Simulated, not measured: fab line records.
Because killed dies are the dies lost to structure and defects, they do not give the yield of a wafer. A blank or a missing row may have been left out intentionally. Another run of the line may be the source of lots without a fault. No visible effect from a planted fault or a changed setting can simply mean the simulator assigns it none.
fab line records	flow nand-harc
[record] lots = 14	wafers = 42	last-day = 33
route steps=1302 shown A_STAIRCASE@835
lots that met no fault: from a run of the same line without faults
start-h: start of the lot's first displayed wafer, in hours after the record's first day	wait-h: hours elapsed since this lot's preceding step	" repeats the value in the row above	L1.1+2: a row that stands for several wafers	- value missing, or start not given	* or withheld: withheld	< > ~ a bound
route shown NAME@n: a module of which the file shows steps, and the number in the route of the first	usual: average and standard deviation across the fault-free wafers	same: alike in all rows	chamber/n: place in a boat	sites: per-site readings	_std_site: standard deviation across them	_edge_site: the outer-site mean with the inner-site mean subtracted	radius-mm: how far each site lies from the wafer's centre	mask NAME#n: copy n	behind: the tool/chamber that last shaped the wafer	hold: the reason the lot was held/the length of the hold in hours/how it ended	device: the transistor (n, p or np) that didn't switch	end of line: the same wafers' tests at the end of the route	a step given without rows: its recipe and nothing more	killed: dies that structure and defects cost at the first sort, which is not the same as the wafer's yield	map: the dies of a wafer, with x for killed, . for not killed, _ for no die there
set.NAME: the run value of the setting; set.NAME@STEP: its run value at that earlier step	model.NAME: the simulator's own value behind a step, which no gauge read
the route's steps for a sample of lots (tables are steps, rows are wafers)
services: from which hour (start-h, from the record's first day; less than 0 if before it) a tool's chamber was out of use, for how many hours, and why
[[steps]]
[step NHARC_A_STAIRCASE_ETCH_315]
[recipe] target-depth-a = 25000	time-s = 607.1	ion-energy-ev = 800	c4f8-flow-sccm = 80	o2-flow-sccm = 60	ar-flow-sccm = withheld	rf-w = 600	bias-w = 3000	chemistry = C4F8/O2/Ar
[usual] bias-w = 2999/8.5	oes-product-au = 0.932/0.0092	rf-fwd-power-W = 599.4/1.7	rf-vpp-V = 1829/12
lot.wafer	tool	chamber	start-h	wait-h	bias-w	oes-product-au	rf-fwd-power-W	rf-hours-counter-h	rf-vpp-V
L712.2	rie-diel-02	2	-	-	2999	0.947	599.1	59	1835
L712.4	"	0	"	"	2994	0.918	595.7	50	1811
L712.6	"	2	"	"	3005	0.943	602.5	-	1835
L714.2	rie-diel-02	0	-	-	3001	0.912	602.3	53	1813
L714.3	"	1	"	"	2995	0.919	600.7	54	1842
L714.5	"	3	"	"	2995	0.941	595.8	-	1826
L713.2	rie-diel-10	2	-	-	3003	0.932	598.3	48	1807
L713.6	"	3	"	"	3000	0.934	599.4	-	1837
L713.4	"	0	"	"	2993	0.937	600.0	-	1834
L715.3	rie-diel-02	3	-	-	2997	0.931	601.5	3	1825
L715.1	"	0	"	"	3017	0.917	601.6	3	1813
L715.4	"	1	"	"	3006	0.939	598.8	3	1841
L716.1	rie-diel-11	3	-	-	3006	0.925	596.2	50	1813
L716.6	"	3	"	"	3008	0.934	600.3	-	1814
L716.5	"	0	"	"	3003	0.933	597.0	-	1841
L717.2	rie-diel-02	3	-	-	3010	0.926	598.5	11	1825
L717.6	"	2	"	"	3006	0.921	600.8	-	1836
L717.5	"	3	"	"	3015	0.926	597.9	-	1825
L718.3	rie-diel-11	2	-	-	3003	0.932	601.1	5	1847
L718.1	"	3	"	"	3003	0.936	597.8	5	1812
L718.2	"	0	"	"	2991	0.926	598.3	5	1841
L723.1	rie-diel-10	1	-	-	3014	0.926	599.0	21	1815
L723.2	"	3	"	"	2980	0.943	598.2	18	1835
L723.6	"	1	"	"	2990	0.926	597.1	-	1815
L725.3	rie-diel-11	0	-	-	3007	0.930	601.5	26	1841
L725.6	"	0	"	"	3010	0.925	600.8	-	1840
L725.5	"	1	"	"	2999	0.930	601.8	-	1832
L728.1	rie-diel-02	1	-	-	2997	0.936	595.7	52	1841
L728.4	"	2	"	"	3003	0.928	605.5	55	1833
L728.6	"	1	"	"	3006	0.928	597.3	-	1840
L732.3	rie-diel-02	2	-	-	3004	0.927	600.7	2	1833
L732.5	"	2	"	"	2992	0.932	598.0	-	1834
L732.6	"	3	"	"	3008	0.932	600.2	-	1824
L733.2	rie-diel-11	2	-	-	3001	0.926	598.5	38	1845
L733.1	"	1	"	"	2995	0.934	599.9	44	1830
L733.6	"	3	"	"	2995	0.940	595.8	-	1810
L735.4	rie-diel-11	0	-	-	3006	0.927	600.3	47	1840
L735.3	"	1	"	"	2994	0.948	600.9	48	1830
L735.6	"	0	"	"	3008	0.932	597.8	-	1839
L734.2	rie-diel-02	1	-	-	2999	0.934	597.8	10	1838
L734.5	"	1	"	"	3019	0.934	599.4	-	1841
L734.6	"	2	"	"	2991	0.929	599.2	-	1833
[step NHARC_A_STAIRCASE_DEP_325]
[recipe] target-thk-a = 72000	temp-c = 400	target-thk-nm = 7200	teos-flow-sccm = 200	rf-w = 500	material = SiO2
[usual] heater-power-w = 624/86	rf-fwd-power-W = 499.5/1.5
lot.wafer	tool	chamber	start-h	wait-h	heater-power-w	rf-fwd-power-W
L712.2	pecvd-03	0	415.18	0.1	697	503.5
L712.6	"	1	"	"	614	499.2
L712.4	"	2	"	"	520	501.3
L714.3	pecvd-04	2	427.08	0.1	795	497.8
L714.2	"	1	"	"	685	499.4
L714.5	"	0	"	"	558	498.2
L713.2	pecvd-02	1	427.27	0.3	653	496.6
L713.4	"	2	"	"	650	499.7
L713.6	"	1	"	"	575	497.1
L715.3	pecvd-04	2	446.76	0.2	760	498.3
L715.1	"	0	"	"	678	499.5
L715.4	"	0	"	"	545	501.2
L716.1	pecvd-02	1	457.54	0.2	687	500.5
L716.5	"	1	"	"	574	499.5
L716.6	"	2	"	"	636	497.6
L717.2	pecvd-03	1	457.55	0.2	689	496.9
L717.5	"	0	"	"	580	499.4
L717.6	"	2	"	"	522	502.7
L718.1	pecvd-03	2	501.19	0.1	633	499.9
L718.3	"	0	"	"	626	500.4
L718.2	"	1	"	"	735	500.1
L723.1	pecvd-02	2	522.35	0.1	769	500.0
L723.2	"	1	"	"	668	498.7
L723.6	"	0	"	"	446	498.9
L725.3	pecvd-02	2	569.39	0.3	759	497.9
L725.5	"	0	"	"	451	499.2
L725.6	"	1	"	"	581	501.1
L728.1	pecvd-04	2	569.39	0.3	815	500.1
L728.4	"	0	"	"	572	500.3
L728.6	"	2	"	"	652	500.9
L733.2	pecvd-02	2	617.93	0.1	765	500.7
L733.1	"	0	"	"	545	499.7
L733.6	"	1	"	"	573	499.4
L732.3	pecvd-04	2	618.03	0.2	728	501.3
L732.6	"	2	"	"	635	498.5
L732.5	"	0	"	"	555	499.1
L735.3	pecvd-02	0	637.99	0.2	575	497.3
L735.4	"	2	"	"	642	499.1
L735.6	"	0	"	"	458	497.3
L734.2	pecvd-03	0	638.06	0.2	697	498.3
L734.6	"	0	"	"	589	498.2
L734.5	"	2	"	"	508	499.0
[step NHARC_A_STAIRCASE_DEVELOP_440]
[recipe] time-s = 140
[usual] chill-plate-temp-C = 23.00/0.098	exhaust-pa = 45.2/0.72
lot.wafer	tool	chamber	start-h	wait-h	chill-plate-temp-C	exhaust-pa
L712.2	litho-track-05	0	423	-	22.97	45.4
L712.4	"	0	"	"	22.95	43.4
L712.6	"	0	"	"	22.82	45.4
L714.2	litho-track-05	0	436	-	23.07	45.2
L714.3	"	0	"	"	23.01	45.2
L714.5	"	0	"	"	23.01	44.3
L713.2	litho-track-03	0	437	-	23.05	44.6
L713.4	"	0	"	"	23.00	44.6
L713.6	"	0	"	"	22.94	45.5
L715.1	litho-track-05	0	454	-	23.03	45.0
L715.3	"	0	"	"	23.12	43.9
L715.4	"	0	"	"	22.86	45.1
L717.2	litho-track-02	0	465	-	23.15	46.0
L717.5	"	0	"	"	23.04	44.4
L717.6	"	0	"	"	23.05	45.8
L716.1	litho-track-05	0	465	-	23.20	44.8
L716.5	"	0	"	"	23.14	44.9
L716.6	"	0	"	"	23.16	45.5
L718.1	litho-track-02	0	511	-	22.83	45.2
L718.2	"	0	"	"	23.06	45.0
L718.3	"	0	"	"	22.96	45.5
L723.1	litho-track-05	0	533	-	22.80	45.8
L723.2	"	0	"	"	22.90	47.1
L723.6	"	0	"	"	22.89	45.8
L728.1	litho-track-03	-	577	-	-	-
L728.4	"	-	"	"	-	-
L728.6	"	-	"	"	-	-
L725.3	litho-track-03	-	577	-	-	-
L725.5	"	-	"	"	-	-
L725.6	"	-	"	"	-	-
L733.1	litho-track-02	0	627	-	22.99	44.2
L733.2	"	0	"	"	23.04	45.0
L733.6	"	0	"	"	22.87	44.5
L732.3	litho-track-05	0	628	-	22.88	44.5
L732.5	"	0	"	"	22.87	46.0
L732.6	"	0	"	"	23.03	44.8
L735.3	litho-track-02	0	648	-	23.06	45.2
L735.4	"	0	"	"	23.07	44.8
L735.6	"	0	"	"	23.00	45.5
L734.2	litho-track-03	0	648	-	23.06	46.5
L734.5	"	0	"	"	23.04	44.9
L734.6	"	0	"	"	23.04	46.2
[step NHARC_A_STAIRCASE_STRIP_446]
[recipe] power-w = 1500	temp-c = 250	chemistry = O2
[usual] drypump-motor-current-A = 5.7/0.44	heater-power-w = 305/33
lot.wafer	tool	chamber	start-h	wait-h	drypump-motor-current-A	heater-power-w	rf-hours-counter-h
L712.2	plasma-asher-01	0	428.17	0.0	5.4	290	17
L712.4	"	1	"	"	6.3	278	-
L712.6	"	0	"	"	5.4	291	-
L714.2	plasma-asher-01	1	441.73	0.0	6.3	279	20
L714.3	"	1	"	"	6.3	282	-
L714.5	"	0	"	"	5.4	288	-
L713.2	plasma-asher-02	0	441.87	0.0	5.7	348	1
L713.4	"	1	"	"	5.0	353	-
L713.6	"	0	"	"	5.7	348	-
L715.1	plasma-asher-01	1	459.71	0.3	6.2	270	25
L715.4	"	0	"	"	5.4	290	-
L715.3	"	1	"	"	6.2	281	-
L717.2	plasma-asher-02	1	470.33	0.0	5.0	346	4
L717.6	"	1	"	"	5.0	348	-
L717.5	"	0	"	"	5.7	351	-
L716.1	plasma-asher-01	1	470.55	0.1	6.2	276	31
L716.5	"	1	"	"	6.2	274	-
L716.6	"	0	"	"	5.4	291	-
L718.2	plasma-asher-01	1	517.02	0.4	6.2	268	41
L718.1	"	0	"	"	5.4	280	41
L718.3	"	0	"	"	5.4	279	-
L723.2	plasma-asher-01	1	538.02	0.0	6.2	268	2
L723.1	"	0	"	"	5.4	291	2
L723.6	"	1	"	"	6.2	276	-
L728.1	plasma-asher-01	1	582.14	0.1	6.2	273	12
L728.4	"	0	"	"	5.4	289	-
L728.6	"	0	"	"	5.4	283	-
L725.3	plasma-asher-01	1	583.11	0.1	6.2	272	-
L725.5	"	1	"	"	6.2	269	-
L725.6	"	0	"	"	5.4	284	-
L733.1	plasma-asher-01	1	632.66	0.0	6.2	270	22
L733.2	"	0	"	"	5.4	287	22
L733.6	"	1	"	"	6.2	278	-
L732.3	plasma-asher-01	0	633.83	0.2	5.4	289	-
L732.5	"	1	"	"	6.2	270	-
L732.6	"	0	"	"	5.4	279	-
L735.4	plasma-asher-01	0	653.10	0.1	5.4	289	-
L735.3	"	1	"	"	6.2	272	-
L735.6	"	0	"	"	5.4	280	-
L734.2	plasma-asher-02	1	653.24	0.1	5.0	347	9
L734.5	"	0	"	"	5.7	343	-
L734.6	"	1	"	"	5.0	344	-
[[services]]
tool	chamber	start-h	hours	kind
pecvd-03	-	366.06	13.0	pm
rie-diel-02	-	394.10	9.0	pm
litho-track-02	-	402.01	7.0	pm
pecvd-02	-	408.13	13.0	pm
plasma-asher-01	-	422.72	1.0	repair
rie-diel-11	-	434.43	9.0	pm
litho-track-03	-	450.00	7.0	pm
pecvd-04	-	450.44	13.0	pm
litho-track-05	-	474.00	7.0	pm
pecvd-02	-	481.12	0.6	repair
rie-diel-11	2	494.38	2.8	repair
pecvd-04	1	506.66	11.5	repair
plasma-asher-01	-	519.00	9.0	pm
rie-diel-02	-	529.25	1.3	repair
rie-diel-11	2	531.46	11.6	repair
pecvd-03	-	547.06	13.0	pm
litho-track-02	-	577.01	7.0	pm
pecvd-04	2	582.05	17.2	repair
pecvd-02	-	589.13	13.0	pm
rie-diel-02	0	602.62	32.6	repair
plasma-asher-01	-	607.42	2.4	repair
rie-diel-11	-	611.44	9.0	pm
litho-track-03	-	625.00	7.0	pm
litho-track-05	-	649.00	7.0	pm
[[key]]
[first-sign] step = NHARC_A_STAIRCASE_DEVELOP_440	reading = tool-record	direction = missing
effect none on later readings
met-at NHARC_A_STAIRCASE_DEVELOP_440
struck-lots L725,L728
later-rows-left-out L725.3,L725.5,L725.6,L728.1,L728.4,L728.6
sort-left-out L725.3,L725.5,L725.6,L728.1,L728.4,L728.6
tester-left-out L725,L728
not-acting-at NHARC_A_STAIRCASE_ETCH_315,NHARC_A_STAIRCASE_DEP_325,NHARC_A_STAIRCASE_STRIP_446
onset-between 437 577
[fault] kind = skipped-step-whole	tool = litho-track-03	chamber = -	onset-h = 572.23	steps = NHARC_A_STAIRCASE_DEVELOP_440	scope = struck-lots-only
// tester-left-out: of these lots the tester's yield and bins aren't shown, on N5 and GAA mostly nor the transistor test; their killed dies are dies lost to structure and defects alone, not to doping, threshold or leakage, so they don't give the yield
// sort-left-out: the simulated sort isn't trusted on such a fault, so these wafers' sort isn't shown, and their yield isn't known
// later-rows-left-out: the simulator's readings of these wafers behind a module that went badly wrong aren't trusted and aren't shown, but for the sort
